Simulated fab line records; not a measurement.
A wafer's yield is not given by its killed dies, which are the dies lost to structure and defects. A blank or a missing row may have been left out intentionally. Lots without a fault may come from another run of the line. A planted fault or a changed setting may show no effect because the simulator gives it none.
fab line records + flow nandHarc
[record]
- lots = 5
- wafers = 15
- lastDay = 24
route steps=1159 shown P_ZERO_WELL@14 END@1159
lots with no fault: from the same line, run without faults
startH: start of the lot's first displayed wafer, in hours after the record's first day + waitH: how many hours have passed since the lot's step before this one + " identical to the entry in the row above + L1.1+2: a row that stands for several wafers + - no value, or no start was given + * or withheld: withheld + < > ~ a bound
route shown NAME@n: names a module that has steps shown in the file, with the first one's number in the route + usual: mean/standard deviation taken from wafers without a fault + same: alike in all rows + chamber/n: place in a boat + sites: readings site by site + _std_site: their standard deviation + _edge_site: outer sites' mean less inner sites' + radiusMm: for every site, how far away it sits from the centre of the wafer + mask NAME#n: copy n + behind: tool/chamber where the wafer was last shaped + hold: what put the lot on hold/how long, in hours/how the hold closed + device: whichever transistor did not switch (one of n, p or np) + end of line: tests run on the same wafers once the route is complete + step lacking rows: just its recipe + killed: at the first sort, the dies lost to defects and structure; wafer yield is something else + map: dies across one wafer; x = killed, . = not, _ = none there
set.NAME: setting as actually run; set.NAME@STEP: the setting as run at that earlier step + model.NAME: the simulator's own value behind a step, which no gauge read
lots at selected steps of the route; one table per step, one row per wafer
services: the hour from which a tool's chamber was out of use, counted from the record's first day as startH (under 0 if before that day), plus the number of hours and why
[[steps]]
[step NHARC_P_ZERO_WELL_CD_MEAS_11]
[recipe]
- targetCdNm = 500
- landingEnergyEv = 500
[usual]
- cdNm = 499.8/1.4
[same]
- landingEnergyEv = 500
| lot.wafer | tool     | chamber | startH | waitH | cdNm  |
|-----------|----------|---------|--------|-------|-------|
| L324.2    | cdSem-02 | 0       | 13.24  | -     | 499.5 |
| L324.3    | "        | 0       | "      | "     | 498.7 |
| L324.6    | "        | 0       | "      | "     | 498.6 |
| L330.4    | cdSem-03 | 0       | 49.25  | -     | 499.8 |
| L330.5    | "        | 0       | "      | "     | 499.8 |
| L330.6    | "        | 0       | "      | "     | 501.0 |
| L332.1    | cdSem-01 | 0       | 61.33  | -     | 501.0 |
| L332.4    | "        | 0       | "      | "     | 499.0 |
| L332.5    | "        | 0       | "      | "     | 500.2 |
| L335.2    | cdSem-03 | 0       | 79.24  | -     | 499.0 |
| L335.4    | "        | 0       | "      | "     | 500.0 |
| L335.5    | "        | 0       | "      | "     | 499.2 |
| L344.1    | cdSem-02 | 0       | 133.23 | -     | 500.3 |
| L344.2    | "        | 0       | "      | "     | 500.1 |
| L344.3    | "        | 0       | "      | "     | 498.4 |
[step NHARC_P_ZERO_WELL_HARDBAKE_12]
[recipe]
- tempC = 118
- timeS = 65
[step NHARC_P_ZERO_WELL_DESCUM_13]
[recipe]
- timeS = 3
- o2FlowSccm = 200
- arFlowSccm = 0
- biasPowerW = 0
- chemistry = O2
[usual]
- drypumpMotorCurrentA = 5.8/0.33
- oesProductAu = 1.001/0.0078
- rfVppV = 57.8/0.76
- showerheadPlenumPTorr = 1.91/0.088
- throttleValvePct = 11.313/0.0097
| lot.wafer | tool       | chamber | startH | waitH | drypumpMotorCurrentA | oesProductAu | rfHoursCounterH | rfVppV | showerheadPlenumPTorr | throttleValvePct |
|-----------|------------|---------|--------|-------|----------------------|--------------|-----------------|--------|-----------------------|------------------|
| L324.3    | rieDiel-05 | 3       | 13.40  | -     | 5.7                  | 0.991        | 0.6             | 58.5   | 2.06                  | 11.334           |
| L324.2    | "          | 1       | "      | "     | 5.1                  | 1.002        | 0.9             | 57.5   | 1.80                  | 11.325           |
| L324.6    | "          | 3       | "      | "     | 5.7                  | 0.991        | -               | 58.8   | 2.06                  | 11.312           |
| L330.4    | rieDiel-10 | 3       | 49.41  | -     | 5.9                  | 0.995        | 2.4             | 57.8   | 1.79                  | 11.294           |
| L330.6    | "          | 2       | "      | "     | 6.0                  | 0.998        | -               | 57.8   | 1.84                  | 11.301           |
| L330.5    | "          | 3       | "      | "     | 5.9                  | 0.991        | -               | 56.6   | 1.79                  | 11.321           |
| L332.1    | rieDiel-10 | 2       | 61.48  | -     | 6.0                  | 1.007        | 3.6             | 57.0   | 1.84                  | 11.299           |
| L332.4    | "          | 0       | "      | "     | 5.8                  | 1.003        | 3.0             | 57.3   | 2.01                  | 11.315           |
| L332.5    | "          | 2       | "      | "     | 6.0                  | 1.001        | -               | 57.3   | 1.84                  | 11.312           |
| L335.4    | rieDiel-05 | 1       | 79.40  | -     | 5.1                  | 0.992        | 6.1             | 58.6   | 1.80                  | 11.327           |
| L335.2    | "          | 0       | "      | "     | 5.8                  | 0.989        | 5.4             | 58.1   | 1.85                  | 11.315           |
| L335.5    | "          | 2       | "      | "     | 6.0                  | 0.990        | -               | 58.0   | 1.92                  | 11.310           |
| L344.1    | rieDiel-10 | 3       | 133.39 | -     | 5.9                  | 0.989        | 7.6             | 56.5   | 1.79                  | 11.305           |
| L344.3    | "          | 0       | "      | "     | 5.8                  | 0.996        | 8.0             | 58.5   | 2.01                  | 11.318           |
| L344.2    | "          | 2       | "      | "     | 6.0                  | 1.002        | 8.2             | 56.6   | 1.84                  | 11.319           |
[step NHARC_P_ZERO_WELL_ETCH_65]
[recipe]
- targetDepthA = 800
- overetchA = 240
- timeS = 87.88
- ionEnergyEv = 200
- n2FlowSccm = 150
- h2FlowSccm = 150
- arFlowSccm = 0
- rfW = 400
- biasW = 150
- chemistry = N2/H2
[usual]
- drypumpMotorCurrentA = 5.8/0.35
- h2FlowSccm = 150.1/0.46
- oesProductAu = 1.001/0.0088
- rfVppV = 430.7/2.8
- showerheadPlenumPTorr = 2.04/0.096
- throttleValvePct = 14.171/0.0085
| lot.wafer | tool       | chamber | startH | waitH | drypumpMotorCurrentA | h2FlowSccm | oesProductAu | rfHoursCounterH | rfVppV | showerheadPlenumPTorr | throttleValvePct |
|-----------|------------|---------|--------|-------|----------------------|------------|--------------|-----------------|--------|-----------------------|------------------|
| L324.3    | rieDiel-05 | 3       | 13.48  | 0.1   | 5.6                  | 149.9      | 0.997        | 0.6             | 434.2  | 2.20                  | 14.183           |
| L324.2    | "          | 2       | "      | "     | 6.0                  | 149.8      | 0.999        | 0.9             | 430.9  | 2.05                  | 14.183           |
| L324.6    | "          | 0       | "      | "     | 5.8                  | 150.0      | 0.996        | -               | 427.9  | 1.98                  | 14.165           |
| L330.4    | rieDiel-10 | 0       | 49.49  | 0.1   | 5.8                  | 150.0      | 1.005        | 2.4             | 433.2  | 2.15                  | 14.165           |
| L330.5    | "          | 3       | "      | "     | 6.0                  | 150.9      | 0.994        | -               | 427.7  | 1.91                  | 14.171           |
| L330.6    | "          | 0       | "      | "     | 5.8                  | 150.1      | 0.989        | -               | 434.8  | 2.15                  | 14.171           |
| L332.1    | rieDiel-10 | 3       | 61.58  | 0.1   | 6.0                  | 149.6      | 0.998        | 2.9             | 426.8  | 1.91                  | 14.176           |
| L332.4    | "          | 0       | "      | "     | 5.8                  | 150.6      | 1.019        | 3.0             | 433.5  | 2.15                  | 14.171           |
| L332.5    | "          | 1       | "      | "     | 5.2                  | 150.6      | 1.023        | -               | 432.8  | 2.08                  | 14.165           |
| L335.2    | rieDiel-05 | 0       | 79.48  | 0.1   | 5.8                  | 150.8      | 1.005        | 5.4             | 428.1  | 1.98                  | 14.163           |
| L335.4    | "          | 3       | "      | "     | 5.6                  | 149.8      | 0.989        | 4.1             | 433.7  | 2.20                  | 14.171           |
| L335.5    | "          | 0       | "      | "     | 5.8                  | 150.7      | 0.994        | -               | 429.4  | 1.98                  | 14.163           |
| L344.1    | rieDiel-10 | 3       | 133.48 | 0.1   | 6.0                  | 149.7      | 1.002        | 7.7             | 427.3  | 1.91                  | 14.176           |
| L344.2    | "          | 0       | "      | "     | 5.8                  | 150.6      | 1.006        | 8.0             | 434.3  | 2.14                  | 14.172           |
| L344.3    | "          | 1       | "      | "     | 5.2                  | 151.1      | 1.014        | 8.8             | 430.9  | 2.08                  | 14.173           |
[step NHARC_P_ZERO_WELL_ETCH_62]
[recipe]
- targetDepthA = 130
- timeS = 6.5
- chf3FlowSccm = 50
- arFlowSccm = 200
- rfW = 500
- biasW = 200
- chemistry = CHF3/Ar
[usual]
- drypumpMotorCurrentA = 5.8/0.33
- oesProductAu = 0.962/0.013
- rfVppV = 370.9/2.4
- showerheadPlenumPTorr = 2.36/0.1
- throttleValvePct = 20.217/0.009
| lot.wafer | tool       | chamber | startH | waitH | drypumpMotorCurrentA | oesProductAu | rfHoursCounterH | rfVppV | showerheadPlenumPTorr | throttleValvePct |
|-----------|------------|---------|--------|-------|----------------------|--------------|-----------------|--------|-----------------------|------------------|
| L324.2    | rieDiel-05 | 3       | -      | -     | 5.7                  | 0.959        | 0.7             | 374.3  | 2.52                  | 20.212           |
| L324.3    | "          | 0       | "      | "     | 5.8                  | 0.952        | 0.7             | 368.7  | 2.28                  | 20.221           |
| L324.6    | "          | 2       | "      | "     | 6.1                  | 0.980        | -               | 371.0  | 2.36                  | 20.227           |
| L330.4    | rieDiel-10 | 3       | -      | -     | 5.9                  | 0.951        | 2.4             | 367.6  | 2.20                  | 20.215           |
| L330.5    | "          | 0       | "      | "     | 5.8                  | 0.979        | -               | 373.2  | 2.46                  | 20.217           |
| L330.6    | "          | 1       | "      | "     | 5.2                  | 0.984        | -               | 372.2  | 2.39                  | 20.229           |
| L332.4    | rieDiel-10 | 3       | -      | -     | 5.9                  | 0.951        | 2.9             | 367.3  | 2.20                  | 20.227           |
| L332.1    | "          | 2       | "      | "     | 6.0                  | 0.964        | 3.7             | 368.0  | 2.25                  | 20.238           |
| L332.5    | "          | 0       | "      | "     | 5.8                  | 0.970        | -               | 373.6  | 2.46                  | 20.220           |
| L335.2    | rieDiel-05 | 2       | -      | -     | 6.0                  | 0.954        | 6.1             | 370.8  | 2.36                  | 20.225           |
| L335.4    | "          | 1       | "      | "     | 5.1                  | 0.949        | 6.1             | 368.2  | 2.21                  | 20.208           |
| L335.5    | "          | 3       | "      | "     | 5.6                  | 0.965        | -               | 375.0  | 2.51                  | 20.218           |
| L344.2    | rieDiel-10 | 0       | -      | -     | 5.8                  | 0.956        | 8.0             | 371.9  | 2.46                  | 20.209           |
| L344.1    | "          | 2       | "      | "     | 6.0                  | 0.961        | 8.2             | 366.8  | 2.25                  | 20.217           |
| L344.3    | "          | 3       | "      | "     | 5.9                  | 0.958        | 7.7             | 366.9  | 2.20                  | 20.200           |
[step NHARC_P_ZERO_WELL_ETCH_63]
[recipe]
- targetDepthA = 1200
- timeS = 40.1
- hbrFlowSccm = 150
- cl2FlowSccm = 50
- rfW = 400
- icpW = 400
- biasW = 100
- chemistry = HBr/Cl2
[usual]
- drypumpMotorCurrentA = 5.8/0.64
- heBacksideLeakSccm = 2.6/0.33
- oesProductAu = 0.999/0.0067
- throttleValvePct = 26.405/0.0089
| lot.wafer | tool     | chamber | startH | waitH | drypumpMotorCurrentA | heBacksideLeakSccm | oesProductAu | rfHoursCounterH | throttleValvePct |
|-----------|----------|---------|--------|-------|----------------------|--------------------|--------------|-----------------|------------------|
| L324.3    | rieSi-05 | 0       | 13.67  | -     | 6.8                  | 3.0                | 0.997        | 0.8             | 26.409           |
| L324.2    | "        | 1       | "      | "     | 6.6                  | 2.3                | 1.005        | 1.0             | 26.397           |
| L324.6    | "        | 0       | "      | "     | 6.8                  | 3.1                | 0.996        | -               | 26.398           |
| L330.4    | rieSi-05 | 2       | 49.72  | -     | 6.0                  | 2.3                | 0.997        | -               | 26.387           |
| L330.5    | "        | 0       | "      | "     | 6.8                  | 3.2                | 0.990        | -               | 26.398           |
| L330.6    | "        | 1       | "      | "     | 6.5                  | 2.3                | 0.995        | -               | 26.415           |
| L332.4    | rieSi-03 | 2       | 61.74  | -     | 4.9                  | 2.7                | 1.004        | 0.7             | 26.415           |
| L332.1    | "        | 3       | "      | "     | 5.5                  | 2.2                | 0.987        | 0.7             | 26.393           |
| L332.5    | "        | 3       | "      | "     | 5.5                  | 2.4                | 1.000        | -               | 26.412           |
| L335.2    | rieSi-03 | 2       | 79.65  | -     | 4.9                  | 2.6                | 1.004        | 0.9             | 26.402           |
| L335.4    | "        | 3       | "      | "     | 5.4                  | 2.1                | 1.006        | 0.9             | 26.413           |
| L335.5    | "        | 2       | "      | "     | 4.9                  | 2.5                | 0.994        | -               | 26.405           |
| L344.2    | rieSi-05 | 3       | 133.65 | -     | 5.5                  | 2.8                | 1.000        | 0.5             | 26.382           |
| L344.1    | "        | 1       | "      | "     | 6.5                  | 2.4                | 0.998        | 0.6             | 26.406           |
| L344.3    | "        | 2       | "      | "     | 6.0                  | 2.3                | 0.997        | 0.6             | 26.402           |
[step NHARC_P_ZERO_WELL_STRIP_15]
[recipe]
- timeS = 900
- tempC = 130
- chemistry = SPM
[step NHARC_P_ZERO_WELL_DEHYDRATE_16]
[recipe]
- tempC = 150
- timeS = 120
[step NHARC_P_ZERO_WELL_HMDS_17]
[recipe]
- timeS = 30
[step NHARC_P_ZERO_WELL_COAT_18]
[recipe]
- spinRpm = withheld
[step NHARC_P_ZERO_WELL_SOFTBAKE_19]
[recipe]
- tempC = 122
- timeS = 95
[step NHARC_P_ZERO_WELL_EBR_20]
[step NHARC_P_ZERO_WELL_EXPOSE_21]
[recipe]
- na = 0.6
- targetCdNm = 720
- doseMj = 22.31
- maskId = P_NWELL
[usual]
- reticleTempC = 22.99/0.12
| lot.wafer | tool          | chamber | startH | waitH | mask      | reticleTempC |
|-----------|---------------|---------|--------|-------|-----------|--------------|
| L324.2    | krfScanner-04 | 0       | 14.31  | -     | P_NWELL#0 | 23.01        |
| L324.3    | "             | 0       | "      | "     | P_NWELL#0 | 22.98        |
| L324.6    | "             | 0       | "      | "     | P_NWELL#0 | 23.30        |
| L330.4    | krfScanner-02 | 0       | 50.48  | -     | P_NWELL#0 | 22.92        |
| L330.5    | "             | 0       | "      | "     | P_NWELL#0 | 23.11        |
| L330.6    | "             | 0       | "      | "     | P_NWELL#0 | 23.17        |
| L332.1    | krfScanner-04 | 0       | 62.51  | -     | P_HVPW#0  | 23.05        |
| L332.4    | "             | 0       | "      | "     | P_HVPW#0  | 22.97        |
| L332.5    | "             | 0       | "      | "     | P_HVPW#0  | 22.98        |
| L335.2    | krfScanner-02 | 0       | 80.43  | -     | P_NWELL#0 | 23.04        |
| L335.4    | "             | 0       | "      | "     | P_NWELL#0 | 22.96        |
| L335.5    | "             | 0       | "      | "     | P_NWELL#0 | 23.06        |
| L344.1    | krfScanner-02 | 0       | 134.29 | -     | P_NWELL#0 | 23.08        |
| L344.2    | "             | 0       | "      | "     | P_NWELL#0 | 22.87        |
| L344.3    | "             | 0       | "      | "     | P_NWELL#0 | 22.86        |
[step NHARC_P_ZERO_WELL_PEB_22]
[recipe]
- pebTempC = 118
- pebTimeS = 85
[step NHARC_P_ZERO_WELL_DEVELOP_23]
[recipe]
- timeS = 70
[step NHARC_P_ZERO_WELL_CD_MEAS_24]
[recipe]
- targetCdNm = 720
- landingEnergyEv = 500
[usual]
- cdNm = 720.4/1.2
[same]
- landingEnergyEv = 500
| lot.wafer | tool     | chamber | startH | waitH | cdNm  |
|-----------|----------|---------|--------|-------|-------|
| L324.2    | cdSem-03 | 0       | 14.46  | -     | 720.5 |
| L324.3    | "        | 0       | "      | "     | 720.9 |
| L324.6    | "        | 0       | "      | "     | 720.7 |
| L330.4    | cdSem-01 | 0       | 50.64  | -     | 720.2 |
| L330.5    | "        | 0       | "      | "     | 717.9 |
| L330.6    | "        | 0       | "      | "     | 719.7 |
| L332.1    | cdSem-02 | 0       | 62.68  | -     | -     |
| L332.4    | "        | 0       | "      | "     | -     |
| L332.5    | "        | 0       | "      | "     | -     |
| L335.2    | cdSem-01 | 0       | 80.59  | -     | 719.7 |
| L335.4    | "        | 0       | "      | "     | 720.2 |
| L335.5    | "        | 0       | "      | "     | 720.9 |
| L344.1    | cdSem-02 | 0       | 134.45 | -     | 721.2 |
| L344.2    | "        | 0       | "      | "     | 718.5 |
| L344.3    | "        | 0       | "      | "     | 720.7 |
[step NHARC_P_ZERO_WELL_HARDBAKE_25]
[recipe]
- tempC = 125
- timeS = 80
[step NHARC_END_SORT_01]
[recipe]
- tempC = 25
[usual]
- killedAtArray = 27/11
- killedAtOther = 0.7/0.93
- killedAtPeriphery = 2.9/1.9
- killedDies = 30/11
- killedOpen = 3.1/1.7
- killedShort = 1.9/1.3
[same]
- grossDies = 677
| lot.wafer | tool      | chamber | startH | waitH | killedAtArray | killedAtOther | killedAtPeriphery | killedDies | killedOpen | killedShort |
|-----------|-----------|---------|--------|-------|---------------|---------------|-------------------|------------|------------|-------------|
| L332.1    | prober-01 | 0       | 482.21 | 2.5   | 36            | 0             | 641               | 677        | 5          | 2           |
| L332.4    | prober-01 | 0       | 484.64 | 3.4   | 46            | 0             | 631               | 677        | 1          | 4           |
| L332.5    | prober-01 | 0       | 485.45 | 3.7   | 33            | 0             | 644               | 677        | 4          | 0           |
| L335.2    | prober-01 | 0       | 523.82 | 2.8   | 20            | 0             | 0                 | 20         | 4          | 2           |
| L335.5    | prober-01 | 0       | 526.25 | 3.7   | 23            | 0             | 2                 | 25         | 3          | 2           |
// killed by level:class
L332.1 P_ZERO_WELL:areaExpose=637 A_CHANNEL_HOLE_D1:chamberFilmFlake=11 A_SLIT:chamberFilmFlake=11 A_STAIRCASE:chamberFilmFlake=7 A_CONTACT:chamberFilmFlake=2 P_GATE:geometricParticle:open=1 P_CONTACT:geometricParticle:open=1 P_M0:geometricParticle:open=1
L332.4 P_ZERO_WELL:areaExpose=631 A_SLIT:chamberFilmFlake=16 A_CHANNEL_HOLE_D1:chamberFilmFlake=14 A_STAIRCASE:chamberFilmFlake=8 A_ONON_D1:geometricParticle:short=2 A_CHANNEL_FILL_D1:geometricParticle:short=2 A_CONTACT:chamberFilmFlake=2 A_CHANNEL_FILL_D1:geometricParticle:open=1
L332.5 P_ZERO_WELL:areaExpose=642 A_SLIT:chamberFilmFlake=13 A_CHANNEL_HOLE_D1:chamberFilmFlake=11 A_CONTACT:chamberFilmFlake=3 P_CONTACT:geometricParticle:open=2 A_STAIRCASE:chamberFilmFlake=2 A_WL_FILL:geometricParticle:open=1 A_CONTACT:geometricParticle:open=1
L335.2 A_CHANNEL_HOLE_D1:chamberFilmFlake=5 A_STAIRCASE:chamberFilmFlake=4 A_ZERO_WELL:chamberFilmFlake=3 A_CONTACT:geometricParticle:open=2 A_CHANNEL_FILL_D1:geometricParticle:short=1 A_WL_FILL:geometricParticle:open=1 A_CONTACT:geometricParticle:short=1 A_BLC:geometricParticle:open=1
L335.5 A_STAIRCASE:chamberFilmFlake=9 A_CHANNEL_HOLE_D1:chamberFilmFlake=5 A_CHANNEL_FILL_D1:geometricParticle:short=2 P_M1:chamberFilmFlake=2 A_ZERO_WELL:chamberFilmFlake=2 A_ONON_D1:geometricParticle:open=1 A_CONTACT:geometricParticle:open=1 A_M1:geometricParticle:open=1
// map L332.1 (x killed, . not)
____________x____________
_________xxxxxxx_________
_______xxxxxxxxxxx_______
______xxxxxxxxxxxxx______
_____xxxxxxxxxxxxxxx_____
____xxxxxxxxxxxxxxxxx____
____xxxxxxxxxxxxxxxxx____
___xxxxxxxxxxxxxxxxxxx___
___xxxxxxxxxxxxxxxxxxx___
__xxxxxxxxxxxxxxxxxxxxx__
__xxxxxxxxxxxxxxxxxxxxx__
_xxxxxxxxxxxxxxxxxxxxxxx_
_xxxxxxxxxxxxxxxxxxxxxxx_
_xxxxxxxxxxxxxxxxxxxxxxx_
_xxxxxxxxxxxxxxxxxxxxxxx_
_xxxxxxxxxxxxxxxxxxxxxxx_
xxxxxxxxxxxxxxxxxxxxxxxxx
xxxxxxxxxxxxxxxxxxxxxxxxx
xxxxxxxxxxxxxxxxxxxxxxxxx
xxxxxxxxxxxxxxxxxxxxxxxxx
xxxxxxxxxxxxxxxxxxxxxxxxx
_xxxxxxxxxxxxxxxxxxxxxxx_
_xxxxxxxxxxxxxxxxxxxxxxx_
_xxxxxxxxxxxxxxxxxxxxxxx_
_xxxxxxxxxxxxxxxxxxxxxxx_
_xxxxxxxxxxxxxxxxxxxxxxx_
__xxxxxxxxxxxxxxxxxxxxx__
__xxxxxxxxxxxxxxxxxxxxx__
___xxxxxxxxxxxxxxxxxxx___
___xxxxxxxxxxxxxxxxxxx___
____xxxxxxxxxxxxxxxxx____
____xxxxxxxxxxxxxxxxx____
_____xxxxxxxxxxxxxxx_____
______xxxxxxxxxxxxx______
_______xxxxxxxxxxx_______
_________xxxxxxx_________
____________x____________
// map L324.3 (x killed, . not)
____________x____________
_________......._________
_______..........._______
______.............______
_____....x.x......x._____
____................x____
____.................____
___.x.................___
___...................___
__.....................__
__.....................__
_......................._
_.x......x.............._
_.x.......x............._
_.........x............._
_......................._
.........................
........................x
.........x...............
..x.......x..............
.................xx......
_.........x............._
_.......x..............._
_......................._
_......................._
_......................._
__.....................__
__......x..............__
___...................___
___...................___
____.................____
____.................____
_____.x............._____
______.............______
_______.x........._______
_________......._________
____________.____________
[[services]]
| tool          | chamber | startH | hours | kind      |
|---------------|---------|--------|-------|-----------|
| rieDiel-10    | -       | -0.44  | 9.0   | pm        |
| rieDiel-10    | 0       | -0.44  | 9.0   | ventCycle |
| rieDiel-10    | 1       | -0.44  | 9.0   | ventCycle |
| rieDiel-10    | 2       | -0.44  | 9.0   | ventCycle |
| rieDiel-10    | 3       | -0.44  | 9.0   | ventCycle |
| rieSi-05      | 0       | 4.04   | 2.0   | repair    |
| rieDiel-10    | 0       | 8.56   | -     | clean     |
| rieDiel-10    | 1       | 8.56   | -     | clean     |
| rieDiel-10    | 2       | 8.56   | -     | clean     |
| rieDiel-10    | 3       | 8.56   | -     | clean     |
| rieDiel-10    | 1       | 17.22  | 1.5   | repair    |
| rieSi-03      | 1       | 19.30  | 12.7  | repair    |
| rieSi-05      | 3       | 30.81  | 22.5  | repair    |
| rieDiel-10    | 0       | 33.06  | -     | clean     |
| krfScanner-02 | -       | 38.00  | 4.0   | pm        |
| rieDiel-05    | 3       | 44.58  | 7.6   | repair    |
| rieSi-05      | -       | 62.00  | 9.0   | pm        |
| rieDiel-10    | 2       | 72.20  | 15.8  | repair    |
| rieSi-05      | -       | 86.05  | 0.8   | repair    |
| krfScanner-02 | -       | 94.89  | 2.5   | repair    |
| rieDiel-10    | 3       | 102.31 | 4.6   | repair    |
| krfScanner-02 | -       | 105.24 | 1.7   | repair    |
| rieDiel-10    | -       | 118.42 | 4.4   | repair    |
| krfScanner-04 | -       | 126.00 | 4.0   | pm        |
[[key]]
[firstSign]
- step = NHARC_P_ZERO_WELL_EXPOSE_21
- reading = mask
- direction = changed
[effect]
- step = NHARC_P_ZERO_WELL_CD_MEAS_24
- reading = cdNm
- direction = missing
[effect]
- step = NHARC_END_SORT_01
- reading = killedAtPeriphery
- direction = up
- sigmas = 99+
- usual = 2.9
- struck = 638.7
[moreKillsBornAt]
- NHARC_P_ZERO_WELL_EXPOSE_21@krfScanner-04 = 1910
metAt NHARC_P_ZERO_WELL_EXPOSE_21
struckWafers L332.1,L332.4,L332.5
laterRowsLeftOut L332.1,L332.4,L332.5
testerLeftOut L332
onsetBetween 14.31 62.51
[fault]
- kind = wrongMask
- tool = any
- chamber = -
- onsetH = 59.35
- steps = NHARC_P_ZERO_WELL_EXPOSE_21
- auxCopy = P_HVPW#0
- scope = struckLotsOnly
// testerLeftOut: of these lots the tester's yield and bins aren't shown, on N5 and GAA mostly nor the transistor test; their killed dies are dies lost to structure and defects alone, not to doping, threshold or leakage, so they don't give the yield
// laterRowsLeftOut: the simulator's readings of these wafers behind a module that went badly wrong aren't trusted and aren't shown, but for the sort
